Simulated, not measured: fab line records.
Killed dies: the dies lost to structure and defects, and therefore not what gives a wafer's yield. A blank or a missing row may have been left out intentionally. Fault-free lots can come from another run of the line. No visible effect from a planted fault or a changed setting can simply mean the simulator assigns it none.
Struck lot and sound lot, side by side -- flow n5 finfet -- 15 steps out of a route of 1938
Sound: the wafers L946.1, L946.2, L946.6. Struck: wafer L960.2. The cause comes at the end.
For every step that has rows: the tool of each side, followed by ch and its chambers, followed by its first start. Under that, the readings that differ: sound wafers -- struck wafers -- difference of the means -- sigmas: that difference in standard deviations of wafers without a fault.
alike: same words and numbers on both sides, and readings whose means sit less than 2 such deviations apart. not compared: any withheld reading, any reading some wafer has no value for, any bound like >300 that may hide the same value, and any number with overlapping values for which the record gives no deviation.
A row with sigmas, a row that says differs or no value, or rows on one side alone: a step with any of these is where the two part. When numbers do not overlap yet have no deviation, they are printed without sigmas and do not part them. Lack of a reading on every wafer of one side parts them only where that side has two or more wafers.

first, 3 steps without rows for these wafers: N5_FIN_SAQP_SRD_66 (time 30 s); N5_FIN_SAQP_RECESS_75 (chemistry HF/NH3, target SiO2, target depth 14.4 nm, afs cycles 3, sublimation time 60 s); N5_FIN_SAQP_SPACER1_ALD_24 (deposits SiO2, target thk 20.3 nm, pulse time 1 s, purge time 2 s).
N5_FIN_SAQP_SPACER1_ETCHBACK_25: etches SiO2 in CHF3/O2, target depth 24.4 nm, time 12.2 s.
  sound on rie diel-03 ch 0,2,3, day 3 07:08; struck on rie diel-06 ch 0, day 6 17:58
  alike: CHF3_flow_sccm, drypump motor current A, mfc ar sccm, oes_f_703_au, oes_o_777_au, oes product au, rf vpp V, showerhead plenum p Torr, throttle valve pct
  not compared: rf hours counter h
N5_FIN_SAQP_MANDREL1_REMOVE_56: chemistry HBr/Cl2/O2, target a-Si, stops on SiNx, bt time 10 s.
  sound on rie si-03 ch 2,3, day 3 07:14; struck on rie si-02 ch 1, day 6 18:03
  alike: drypump motor current A, oes_o_777_au, oes product au, throttle valve pct
  not compared: rf hours counter h
N5_FIN_SAQP_CD_MEAS_27 targets a cd of 20 nm.
  sound on cd sem-02 ch 0, day 3 07:20; struck on cd sem-01 ch 0, day 6 18:10
  alike: cd nm
N5_FIN_SAQP_ETCH_57: etches SiNx in CH3F/O2, target depth 32.5 nm, time 46.4 s.
  sound on rie diel-03 ch 0,2,3, day 3 07:23; struck on rie diel-06 ch 3, day 6 18:13
reading,sound,struck,difference,sigmas
rf vpp V (V),308 291 301,283,-17,-2
showerhead plenum p Torr (Torr),2.05 1.99 2.07,1.90,-0.14,-2
  alike: drypump motor current A, etch rf on time s, mfc ar sccm, oes_f_703_au, oes_o_777_au, oes product au, throttle valve pct
  not compared: rf hours counter h
then, 4 steps without rows for these wafers: N5_FIN_SAQP_ETCH_65 (etches SiO2 in CF4, target depth 4 nm, time 4.4 s); N5_FIN_SAQP_MANDREL_ETCH_58 (etches a-Si in HBr/Cl2, stops on SiNx, target depth 45 nm, bt time 10 s, time 27 s); N5_FIN_SAQP_RECESS_63 (chemistry HF/NH3, target SiO2, target depth 18 nm, afs cycles 3, sublimation time 60 s); N5_FIN_SAQP_COAT_68 (time 60 s, resist thk 100 nm).
N5_FIN_SAQP_ETCH_69: etches SOC in N2/H2, stops on SiNx, target depth 150 nm.
  sound on rie diel-02 ch 2,3, day 3 08:04; struck on rie diel-06 ch 2, day 6 19:14
  alike: drypump motor current A, n2 flow sccm, oes product au, rf vpp V, showerhead plenum p Torr, throttle valve pct
  not compared: rf hours counter h
N5_FIN_SAQP_ETCH_67: etches SiNx in CH3F/O2, target depth 30 nm.
  sound on rie diel-02 ch 2,3, day 3 08:07; struck on rie diel-06 ch 2, day 6 19:18
reading,sound,struck,difference,sigmas
model.etch.depth nm (nm),29.7 29.67 29.78,25.38,-4.34,
  alike: drypump motor current A, mfc ar sccm, oes_f_703_au, oes_o_777_au, oes product au, rf vpp V, showerhead plenum p Torr, throttle valve pct
  not compared: rf hours counter h
N5_FIN_SAQP_STRIP_70: strips in N2/H2.
  sound on rie diel-02 ch 2,3, day 3 08:10; struck on rie diel-06 ch 2, day 6 19:20
  alike: drypump motor current A, n2 flow sccm, oes product au, power w, rf vpp V, showerhead plenum p Torr, throttle valve pct
  not compared: rf hours counter h
-- a jump in the record: the struck wafers' starts before and after are 10 days apart (it breaks off in module FIN_SAQP and resumes in module PASSIVATION, where the first step shown is number 1936 of the route) --
N5_PASSIVATION_PROBE_49:
  the record has rows for the struck wafers here (prober-02, day 17 00:46) and none for the sound ones

## WHERE THEY PART
At N5_FIN_SAQP_ETCH_57 first; at N5_PASSIVATION_PROBE_49 last (within this record only).

WHY: what had been put in by the simulator
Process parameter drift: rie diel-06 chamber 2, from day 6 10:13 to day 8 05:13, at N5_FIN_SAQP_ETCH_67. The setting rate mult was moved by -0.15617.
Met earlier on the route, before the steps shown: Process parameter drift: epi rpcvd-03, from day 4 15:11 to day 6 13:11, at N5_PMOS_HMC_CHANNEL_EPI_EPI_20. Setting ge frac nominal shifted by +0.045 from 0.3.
